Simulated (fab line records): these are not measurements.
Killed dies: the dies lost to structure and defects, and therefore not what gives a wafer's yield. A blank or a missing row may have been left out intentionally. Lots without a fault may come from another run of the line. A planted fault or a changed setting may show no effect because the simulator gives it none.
A lot that was struck, set against a sound lot || flow n5Finfet || 18 out of 1938 route steps
Sound: the wafers L533.1, L533.5, L533.6. The struck wafers were L544.3, L544.4, L544.6. At the end, the cause is stated.
Each step with rows lists, per side, the tool, then ch with its chambers, then its first start. Under that, the readings that differ: sound wafers || struck wafers || difference of the means || sigmas: that difference in standard deviations of wafers without a fault.
alike: readings with means less than 2 such deviations apart, plus words and numbers identical on both sides. not compared: withheld readings, readings lacking a value on some wafer, bounds such as >300 that could conceal the same value, and numbers that have no deviation in the record and whose values overlap.
Wherever a step has rows on one side only, a row that says differs or no value, or a row with sigmas, the two part there. Numbers that have no deviation but don't overlap get no sigmas and don't part them. A reading that every wafer of one side lacks parts them only if that side has two wafers or more.

N5_PASSIVATION_AL_ETCH_33: etches Al in Cl2/BCl3, stops on TaN, target depth 2800 nm, time 466.7 s.
  sound on rieMetal-01 ch 0,1, day 12 02:21; struck on rieMetal-02 ch 0,1, day 17 20:54
  alike: drypumpMotorCurrentA, mfcCl2Sccm, oesProductAu, throttleValvePct
  not compared: rfHoursCounterH
N5_PASSIVATION_ETCH_59: etches TaN in Cl2/BCl3, target depth 65 nm, time 34.9 s.
  sound on rieMetal-01 ch 0,1, day 12 02:45; struck on rieMetal-02 ch 0,1, day 17 21:12
  alike: drypumpMotorCurrentA, mfcCl2Sccm, oesProductAu, throttleValvePct
  not compared: rfHoursCounterH
N5_PASSIVATION_STRIP_34: strips in O2.
  sound on rieDiel-05 ch 1,2, day 12 02:54; struck on rieDiel-01 ch 0,2,3, day 17 21:17
  alike: drypumpMotorCurrentA, oesProductAu, rfVppV, showerheadPlenumPTorr, throttleValvePct
  not compared: rfHoursCounterH
then, 4 steps without rows for these wafers: N5_PASSIVATION_STRIP_51 (strips in post etch residue remover, time 1200 s); N5_PASSIVATION_CLEAN_69 (cleans in IPA, time 180 s); N5_PASSIVATION_SRD_70 (time 30 s); N5_PASSIVATION_PECVD_53 (deposits SiO2 from TEOS/O2, target thk 800 nm, time 169.4 s).
N5_PASSIVATION_PECVD_35: deposits SiNx from SiH4/NH3/N2, target thk 700 nm, time 151.3 s.
  sound on pecvd-02 ch 0,2, day 12 03:34; struck on pecvd-02 ch 0,2, day 17 21:54
  alike: heaterPowerW, showerheadPlenumPTorr, throttleValvePct
  not compared: sinceWetCleanH
then, 4 steps without rows for these wafers: N5_PASSIVATION_HMDS_37 (time 60 s); N5_PASSIVATION_COAT_38; N5_PASSIVATION_EBR_40; N5_PASSIVATION_SOFTBAKE_39 (time 120 s).
N5_PASSIVATION_EXPOSE_41: exposes mask PASS OPEN, defocus 0 nm, target cd 40000 nm.
  sound on krfScanner-02 ch 0, day 12 04:00; struck on krfScanner-02 ch 0, day 17 22:10
{"reading": "exposureDoseMJCm2", "sound": "57.25 57.22 57.25", "struck": "61.48 61.51 61.46", "difference": "+4.24", "sigmas": "+79"}
  alike: mask
then, 3 steps without rows for these wafers: N5_PASSIVATION_PEB_42; N5_PASSIVATION_DEVELOP_43 (develop time 60 s); N5_PASSIVATION_HARDBAKE_45 (time 120 s).
N5_PASSIVATION_CD_MEAS_44: the cd target is 40000 nm.
  sound on cdSem-03 ch 0, day 12 04:11; struck on cdSem-03 ch 0, day 17 22:20
{"reading": "cdNm (nm)", "sound": "40002 40002 40004", "struck": "40019 40024 40024", "difference": "+20", "sigmas": "+6"}
N5_PASSIVATION_OVL_MEAS_66:
  sound on overlay-02 ch 0, day 12 04:13; struck on overlay-01 ch 0, day 17 22:22
  alike: PASS_OPEN_OVL

WHERE THEY PART
First at N5_PASSIVATION_EXPOSE_41; last, within this record, at N5_PASSIVATION_CD_MEAS_44. Later steps at which nothing parts them and some readings are alike: N5_PASSIVATION_OVL_MEAS_66.

WHY: whatever the simulator had introduced
Process parameter drift: krfScanner-02, from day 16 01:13 on, at N5_PASSIVATION_EXPOSE_41. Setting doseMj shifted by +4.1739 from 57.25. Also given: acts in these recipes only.
